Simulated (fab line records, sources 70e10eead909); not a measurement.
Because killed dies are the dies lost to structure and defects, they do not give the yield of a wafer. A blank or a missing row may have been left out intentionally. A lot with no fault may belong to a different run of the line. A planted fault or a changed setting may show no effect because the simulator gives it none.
Which tool was responsible? | flow nand_harc | 72 wafers from 24 lots sampled at 5 of the route's 1159 steps

== WHAT THE GAUGES READ, wafer by wafer ==
NHARC_P_BONDPAD_CD_MEAS_09 targets a cd of 500 nm. Usual: cd_nm at 500.1 nm, with a standard deviation of 1.5.
lot  | measured     | on        | cd_nm (nm)        | flag
L074 | day 6 18:57  | cd_sem-02 | 501.6 501.0 499.1 |
L075 | day 6 20:22  | cd_sem-02 | 498.3 498.4 499.0 |
L076 | day 6 23:14  | cd_sem-01 | 499.4 498.6 498.0 |
L077 | day 7 00:23  | cd_sem-01 | 499.3 498.3 500.4 |
L078 | day 7 08:26  | cd_sem-03 | 501.3 500.1 502.1 |
L080 | day 7 19:49  | cd_sem-03 | 501.3 500.9 500.8 |
L079 | day 7 23:08  | cd_sem-01 | 500.9 500.9 502.6 |
L082 | day 8 06:25  | cd_sem-01 | 499.2 500.0 501.3 |
L081 | day 8 07:05  | cd_sem-03 | 497.6 500.3 501.0 |
L083 | day 8 20:18  | cd_sem-02 | 498.3 502.0 502.5 |
L084 | day 8 21:52  | cd_sem-03 | 499.6 500.0 501.8 |
L088 | day 9 17:41  | cd_sem-01 | 500.5 500.1 501.8 |
L085 | day 9 18:22  | cd_sem-03 | 502.7 502.7 502.0 |
L086 | day 9 18:58  | cd_sem-03 | 499.9 501.8 501.2 |
L087 | day 10 10:16 | cd_sem-03 | 497.6 498.1 497.9 |
L089 | day 10 10:53 | cd_sem-01 | 501.3 500.7 499.9 |
L091 | day 10 11:26 | cd_sem-03 | 500.1 500.4 500.4 |
L090 | day 10 12:29 | cd_sem-02 | 498.3 498.8 499.7 |
L093 | day 10 19:32 | cd_sem-02 | 498.0 499.4 495.4 |
L092 | day 11 01:08 | cd_sem-01 | 500.8 500.2 499.5 |
L094 | day 11 23:50 | cd_sem-01 | 501.4 501.8 503.9 |
L095 | day 12 00:52 | cd_sem-02 | 500.2 501.8 500.1 |
L096 | day 12 01:09 | cd_sem-03 | 499.6 498.5 498.7 |
L097 | day 12 08:50 | cd_sem-02 | 500.1 501.3 500.7 |

NHARC_P_BONDPAD_OVL_MEAS_38. Usual: overlay_x_nm -1 nm, standard deviation 7.6; overlay_y_nm 0 nm, standard deviation 6.8.
lot  | measured     | on         | overlay_x_nm (nm) | overlay_y_nm (nm) | flag
L074 | day 6 19:02  | overlay-01 | 13 14 13          | -3 -2 -3          |
L075 | day 6 20:27  | overlay-02 | -8 -8 -8          | -2 -2 -2          |
L076 | day 6 23:20  | overlay-02 | 8 8 8             | 0 0 0             |
L077 | day 7 00:28  | overlay-01 | -7 -6 -6          | 13 13 13          |
L078 | day 7 08:31  | overlay-02 | 1 2 2             | -3 -2 -2          |
L080 | day 7 19:54  | overlay-02 | -10 -10 -11       | -14 -14 -14       |
L079 | day 7 23:13  | overlay-01 | 2 2 2             | -1 -1 -1          |
L082 | day 8 06:30  | overlay-01 | -2 -2 -2          | -7 -6 -6          |
L081 | day 8 07:11  | overlay-02 | 12 12 12          | 12 11 12          |
L083 | day 8 20:23  | overlay-01 | -2 -2 -2          | -7 -7 -7          |
L084 | day 8 21:57  | overlay-01 | 9 10 9            | -6 -6 -6          |
L088 | day 9 17:46  | overlay-01 | -4 -4 -5          | -12 -11 -11       |
L085 | day 9 18:27  | overlay-02 | 1 1 1             | 0 1 1             |
L086 | day 9 19:03  | overlay-02 | -11 -11 -11       | 9 9 9             |
L087 | day 10 10:22 | overlay-02 | -14 -14 -14       | 2 1 1             |
L089 | day 10 10:58 | overlay-02 | -12 -13 -12       | -8 -9 -9          |
L091 | day 10 11:31 | overlay-01 | 4 4 4             | 9 8 8             |
L090 | day 10 12:35 | overlay-02 | -3 -3 -2          | 0 1 1             |
L093 | day 10 19:37 | overlay-01 | 5 5 5             | 0 1 1             |
L092 | day 11 01:13 | overlay-02 | 4 4 4             | 10 10 10          |
L094 | day 11 23:55 | overlay-02 | -11 -11 -11       | -3 -2 -3          |
L095 | day 12 00:58 | overlay-02 | 4 4 4             | 3 3 2             |
L096 | day 12 01:14 | overlay-01 | -3 -3 -3          | 0 0 0             |
L097 | day 12 08:55 | overlay-02 | 2 2 2             | -1 -1 -1          |

NHARC_P_BONDPAD_THK_MEAS_20: measures by xrf. Usual: thk_nm at 161.0 nm, with a standard deviation of 1.3.
lot  | measured     | on            | thk_nm (nm)       | flag
L074 | day 6 21:34  | film_metro-02 | 162.9 161.7 162.6 |
L075 | day 6 22:59  | film_metro-01 | 160.1 159.0 160.9 |
L076 | day 7 01:51  | film_metro-02 | 159.7 161.2 161.0 |
L077 | day 7 02:56  | film_metro-02 | 163.7 162.7 160.1 |
L078 | day 7 11:20  | film_metro-01 | 161.4 163.7 161.7 |
L080 | day 7 22:27  | film_metro-01 | 159.9 162.0 161.7 |
L079 | day 8 01:44  | film_metro-01 | 161.6 160.8 162.7 |
L082 | day 8 08:59  | film_metro-01 | 161.0 161.8 160.1 |
L081 | day 8 09:40  | film_metro-01 | 160.9 160.1 161.3 |
L083 | day 8 22:53  | film_metro-02 | 161.8 161.6 160.6 |
L084 | day 9 00:37  | film_metro-01 | 161.7 158.2 162.4 |
L088 | day 9 20:17  | film_metro-01 | 160.2 160.5 160.6 |
L085 | day 9 20:56  | film_metro-01 | 162.0 161.5 164.2 |
L086 | day 9 21:31  | film_metro-01 | 158.2 161.5 159.3 |
L087 | day 10 12:52 | film_metro-01 | 160.4 161.6 159.9 |
L089 | day 10 13:36 | film_metro-01 | 159.3 159.7 162.1 |
L091 | day 10 14:11 | film_metro-01 | 162.7 160.3 162.3 |
L090 | day 10 15:07 | film_metro-02 | 160.8 161.2 161.2 |
L093 | day 10 22:05 | film_metro-01 | 158.7 160.0 159.0 |
L092 | day 11 03:55 | film_metro-01 | 161.6 159.5 160.9 |
L094 | day 12 02:25 | film_metro-01 | 163.0 162.6 161.8 |
L095 | day 12 03:28 | film_metro-02 | 162.5 160.0 160.8 |
L096 | day 12 03:43 | film_metro-02 | 161.5 159.3 160.7 |
L097 | day 12 11:42 | film_metro-02 | 159.7 158.9 163.3 |

== WHAT TOOL EACH LOT RAN ON (gives the tool, then ch and the chambers of the sampled wafers, and finally the start) ==
lot  | NHARC_P_M2_DEP_33               | NHARC_P_BONDPAD_PVD_27
L074 | pecvd-02 ch 0,1, day 6 17:22    | pvd_sputter-02, day 6 21:34 or earlier
L075 | pecvd-04 ch 0,1,2, day 6 18:48  | pvd_sputter-02, day 6 22:59 or earlier
L076 | pecvd-02 ch 0,1,2, day 6 21:38  | pvd_sputter-03, day 7 01:51 or earlier
L077 | pecvd-01 ch 1,2, day 6 22:58    | pvd_sputter-01, day 7 02:56 or earlier
L078 | pecvd-01 ch 1,2, day 7 06:47    | pvd_sputter-01, day 7 11:20 or earlier
L080 | pecvd-01 ch 1,2, day 7 18:11    | pvd_sputter-03, day 7 22:27 or earlier
L079 | pecvd-01 ch 0,2, day 7 21:34    | pvd_sputter-02, day 8 01:44 or earlier
L082 | pecvd-04 ch 0,1,2, day 8 04:47  | pvd_sputter-02, day 8 08:59 or earlier
L081 | pecvd-04 ch 1,2, day 8 05:31    | pvd_sputter-02, day 8 09:40 or earlier
L083 | pecvd-04 ch 0,1,2, day 8 18:40  | pvd_sputter-03, day 8 22:53 or earlier
L084 | pecvd-01 ch 0,1,2, day 8 20:12  | pvd_sputter-03, day 9 00:37 or earlier
L088 | pecvd-01 ch 1,2, day 9 16:06    | pvd_sputter-02, day 9 20:17 or earlier
L085 | pecvd-02 ch 0,1,2, day 9 16:51  | pvd_sputter-01, day 9 20:56 or earlier
L086 | pecvd-02 ch 0,1,2, day 9 17:19  | pvd_sputter-02, day 9 21:31 or earlier
L087 | pecvd-02 ch 0,1, day 10 08:39   | pvd_sputter-02, day 10 12:52 or earlier
L089 | pecvd-01 ch 0,2, day 10 09:14   | pvd_sputter-03, day 10 13:36 or earlier
L091 | pecvd-01 ch 1,2, day 10 09:50   | pvd_sputter-01, day 10 14:11 or earlier
L090 | pecvd-01 ch 0,1,2, day 10 10:58 | pvd_sputter-03, day 10 15:07 or earlier
L093 | pecvd-01 ch 0,1,2, day 10 17:53 | pvd_sputter-01, day 10 22:05 or earlier
L092 | pecvd-04 ch 0,1, day 10 23:31   | pvd_sputter-01, day 11 03:55 or earlier
L094 | pecvd-01 ch 0,1, day 11 22:13   | pvd_sputter-02, day 12 02:25 or earlier
L095 | pecvd-02 ch 0,1, day 11 23:02   | pvd_sputter-01, day 12 03:28 or earlier
L096 | pecvd-01 ch 0,1, day 11 23:23   | pvd_sputter-03, day 12 03:43 or earlier
L097 | pecvd-02 ch 0,1, day 12 07:20   | pvd_sputter-01, day 12 11:42 or earlier
- NHARC_P_M2_DEP_33: deposits SiCN, target thk 30 nm.
- NHARC_P_BONDPAD_PVD_27: deposits Cu, target thk 30 nm, time 20.49 s.

== AS READ BY THE TOOLS THEMSELVES (means over the sampled wafers that have a number; for cases with no such wafer, the mark the record gives instead) ==
NHARC_P_M2_DEP_33. Usual: heater_power_w 585 W, standard deviation 75; showerhead_vpp_V 1309 V, standard deviation 71.
lot  | tool     | heater_power_w (W) | showerhead_vpp_V (V) | flag
L074 | pecvd-02 | 567                | 1266                 |
L075 | pecvd-04 | 658                | 1285                 |
L076 | pecvd-02 | 608                | 1311                 |
L077 | pecvd-01 | 624                | 1291                 |
L078 | pecvd-01 | 617                | 1298                 |
L080 | pecvd-01 | 615                | 1308                 |
L079 | pecvd-01 | 528                | 1260                 |
L082 | pecvd-04 | 642                | 1308                 |
L081 | pecvd-04 | 681                | 1295                 |
L083 | pecvd-04 | 615                | 1297                 |
L084 | pecvd-01 | 583                | 1327                 |
L088 | pecvd-01 | 545                | 1256                 |
L085 | pecvd-02 | 588                | 1293                 |
L086 | pecvd-02 | 582                | 1299                 |
L087 | pecvd-02 | 561                | 1254                 |
L089 | pecvd-01 | 492                | 1328                 |
L091 | pecvd-01 | 605                | 1302                 |
L090 | pecvd-01 | 550                | 1324                 |
L093 | pecvd-01 | 593                | 1306                 |
L092 | pecvd-04 | 653                | 1284                 |
L094 | pecvd-01 | 513                | 1384                 |
L095 | pecvd-02 | 598                | 1269                 |
L096 | pecvd-01 | 557                | 1379                 |
L097 | pecvd-02 | 593                | 1267                 |

NHARC_P_BONDPAD_PVD_27. Usual: cathode_dc_power_W 5000.0 W, standard deviation 0.91; throttle_valve_pct 30.2 %, standard deviation 0.95.
lot  | tool           | cathode_dc_power_W (W) | throttle_valve_pct (%) | flag
L074 | pvd_sputter-02 | 5000.4                 | 30.6                   |
L075 | pvd_sputter-02 | 4999.9                 | 28.9                   |
L076 | pvd_sputter-03 | 4999.7                 | 29.9                   |
L077 | pvd_sputter-01 | 5000.3                 | 31.2                   |
L078 | pvd_sputter-01 | 5000.0                 | 30.7                   |
L080 | pvd_sputter-03 | 4999.8                 | 29.8                   |
L079 | pvd_sputter-02 | 4999.4                 | 29.5                   |
L082 | pvd_sputter-02 | 5000.2                 | 29.5                   |
L081 | pvd_sputter-02 | 4999.9                 | 29.5                   |
L083 | pvd_sputter-03 | 4999.8                 | 29.9                   |
L084 | pvd_sputter-03 | 5000.0                 | 30.2                   |
L088 | pvd_sputter-02 | 5000.7                 | 29.7                   |
L085 | pvd_sputter-01 | 5000.5                 | 30.5                   |
L086 | pvd_sputter-02 | 5000.0                 | 29.8                   |
L087 | pvd_sputter-02 | 5000.5                 | 30.6                   |
L089 | pvd_sputter-03 | 4999.5                 | 30.3                   |
L091 | pvd_sputter-01 | 4999.6                 | 30.2                   |
L090 | pvd_sputter-03 | 5001.0                 | 30.6                   |
L093 | pvd_sputter-01 | 5000.0                 | 31.1                   |
L092 | pvd_sputter-01 | 5000.0                 | 31.5                   |
L094 | pvd_sputter-02 | 4999.8                 | 29.7                   |
L095 | pvd_sputter-01 | 5000.2                 | 30.3                   |
L096 | pvd_sputter-03 | 5000.5                 | 30.2                   |
L097 | pvd_sputter-01 | 5000.5                 | 31.0                   |

== THE ANSWER, worked out from the rows above alone ==
Rule: a lot is off if the mean of its wafers that have a number lies more than 3 standard deviations from the usual mean. A lot without any number at a reading at which 4 lots or more have one is off too. The other lots that the step has rows for count as sound. First the gauges in route order, then the tools' own readings, where a lot's mean is used as printed above. At the first step where some lot is off, the reading lying furthest off is the one used; lots without a number count as furthest.
No lot is off on any of the readings shown, so nothing can be concluded from this.

== WHAT THE SIMULATOR HAD PUT IN ==
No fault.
